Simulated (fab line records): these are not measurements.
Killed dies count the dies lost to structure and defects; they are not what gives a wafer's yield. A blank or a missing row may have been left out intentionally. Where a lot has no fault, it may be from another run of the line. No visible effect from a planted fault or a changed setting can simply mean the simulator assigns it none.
Problem report, 8D (eight disciplines) form, completed by code	flow nand-harc	the parts of the form that need people (team, actions taken, sign-off) are left out

1. WHAT IS WRONG
A mean of 1006.8 W is read at NHARC_A_ONON_D1_DEP_33 for rf-fwd-power-W, taken on 1 wafer of 1 lot, against 897.9 W (standard deviation 3) on wafers free of any fault. That puts it +36 standard deviations away from the usual mean.
The step: deposits SiO2, target thk 200 nm.
Earliest sighting: wafer L212.1 on pecvd-03 at day 11 10:12. At this step, 36 wafers from 12 lots have a number in the record. Rule for "out" (also "out of limits"): further than 4 standard deviations from the usual mean. All remaining wafers that have a number are taken as sound.

2. WHAT IT IS; WHAT IT IS NOT
question	is	is not
which readings at this step	rf-fwd-power-W	heater-power-w, showerhead-vpp-V, throttle-valve-pct
which lots	L212	L200, L201, L202, L203, L206, L215, L216, L220, L221, L222, L223
which wafers of those lots	L212.1	L212.2, L212.4
read on which tools	pecvd-03	pecvd-01, pecvd-02
when	from day 11 10:12	up to then (17 sound wafers); but 18 sound wafers of L215, L216, L220, L221, L222, L223 came after

3. SUSPECTS, AND WHAT RULES EACH OUT
Counting: any tool at a process step up to the reading remains a suspect provided it ran every lot that is out. Sound lots after the first of them don't rule it out here, since some wafers of a struck lot are sound.
- pvd-sputter-03 at NHARC_P_BONDPAD_DEGAS_25 (time 60 s): kept. It processed L212, the lot that is out, at day 9 16:45, and its most recent sound lot before then was L200 at day 6 10:38.
- rie-diel-02 at NHARC_A_ZERO_WELL_DESCUM_12 (chemistry O2, time 3 s): kept. It processed L212, the lot that is out, at day 9 20:05, and its most recent sound lot before then was L203 at day 7 06:32.
- pecvd-03 at NHARC_A_ONON_D1_DEP_33 (deposits SiO2, target thk 200 nm): kept. It processed L212, the lot that is out, at day 11 10:12, and its most recent sound lot before then was L203 at day 8 16:48. Out on those wafers are its own readings of rf-fwd-power-W.
- In rie-diel-02 at NHARC_A_ZERO_WELL_DESCUM_12, the wafers that are out were processed in chamber 3 and their sound lot-mates in chambers 1, 2.
- In pecvd-03 at NHARC_A_ONON_D1_DEP_33, the wafers that are out were processed in chamber 0 and their sound lot-mates in chambers 1, 2.
Left after counting: pvd-sputter-03 at NHARC_P_BONDPAD_DEGAS_25, rie-diel-02 at NHARC_A_ZERO_WELL_DESCUM_12, pecvd-03 at NHARC_A_ONON_D1_DEP_33.

4. THE CAUSE (what the simulator had put in)
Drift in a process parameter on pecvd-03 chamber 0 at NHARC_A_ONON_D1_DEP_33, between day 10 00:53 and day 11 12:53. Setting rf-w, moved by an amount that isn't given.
After counting, 3 suspects remain, this tool included.

5. THE CHAIN OF EFFECTS, in route order
One row per reading whose mean, taken over the struck wafers that have a number, lies over 3 standard deviations from the usual. Only readings for which the record gives a usual standard deviation are gone through. hours: the time from each lot's start at the first step in this table that gives one to its start at this step, as a median over the lots. sigmas: the change in usual standard deviations.
hours	step	reading	usual	on struck wafers	change	sigmas
0	NHARC_A_ONON_D1_DEP_33	rf-fwd-power-W	897.9 W	1006.8	+108.9	+36
Its process steps:
- NHARC_A_ONON_D1_DEP_33: deposits SiO2, target thk 200 nm.

6. WHAT WOULD HAVE CAUGHT IT SOONER
First out-of-limits reading in this record: day 11 10:12, which is 33 hours after fault onset at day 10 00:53.
